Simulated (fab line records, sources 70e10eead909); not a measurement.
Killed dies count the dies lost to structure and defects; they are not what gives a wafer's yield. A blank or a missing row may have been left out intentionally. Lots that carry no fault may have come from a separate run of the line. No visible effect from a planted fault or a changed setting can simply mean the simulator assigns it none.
Matching of chambers | flow nandHarc | rieDiel-12 running NHARC_A_BLC_ETCH_16: 4 sister chambers
The step etches the open film in CF4, target depth 39 nm, time 65 s. 7 wafers are shown with their chamber, then 7 later ones without.

EACH WAFER AND ITS CHAMBER
wafer  | chamber | rfVppV (V) | oesProductAu (a.u.)
L197.1 | 3       | 150.0      | 1.002
L197.5 | 2       | 150.9      | 1.001
L199.4 | 3       | 150.0      | 1.001
L199.5 | 1       | 152.5      | 1.000
L199.6 | 0       | 151.5      | 1.010
L201.2 | 1       | 152.4      | 0.996
L201.4 | 2       | 153.4      | 0.998

WAFERS MISSING THEIR CHAMBER
wafer  | rfVppV (V) | oesProductAu (a.u.)
L201.6 | 153.5      | 1.007
L205.3 | 152.7      | 1.000
L205.4 | 150.2      | 0.999
L205.6 | 151.4      | 0.993
L213.3 | 153.5      | 1.001
L213.5 | 151.5      | 1.002
L213.6 | 152.2      | 1.007

WHICH CHAMBER EACH ONE RAN IN
wafer  | from the rows above          | in truth
L201.6 | can't be placed: 0 or 2 or 3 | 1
L205.3 | can't be placed: 2 or 1      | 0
L205.4 | can't be placed: 3 or 2 or 1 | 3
L205.6 | can't be placed: 1 or 2 or 3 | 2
L213.3 | can't be placed: 2 or 1 or 3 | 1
L213.5 | can't be placed: 2 or 3 or 1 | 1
L213.6 | can't be placed: 0 or 3      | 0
Placed correctly: 0 of 7. Unplaceable from these rows: 7, with the true chamber sitting among the candidates in 5. Number placed wrongly: 0.
How it was worked out, from the rows above alone: a wafer's distance from a chamber is the root of the sum, over the readings, of the square of ((its reading less the chamber's mean) divided by the reading's scatter). The wafer belongs to the nearest chamber; if the next one is less than 2 further off, it can't be placed. A chamber's mean is the mean of its shown wafers. How the scatter is found: for the shown wafers, subtract from each reading the mean of its chamber, square and add these, divide the total by (wafers less chambers), then take the root.
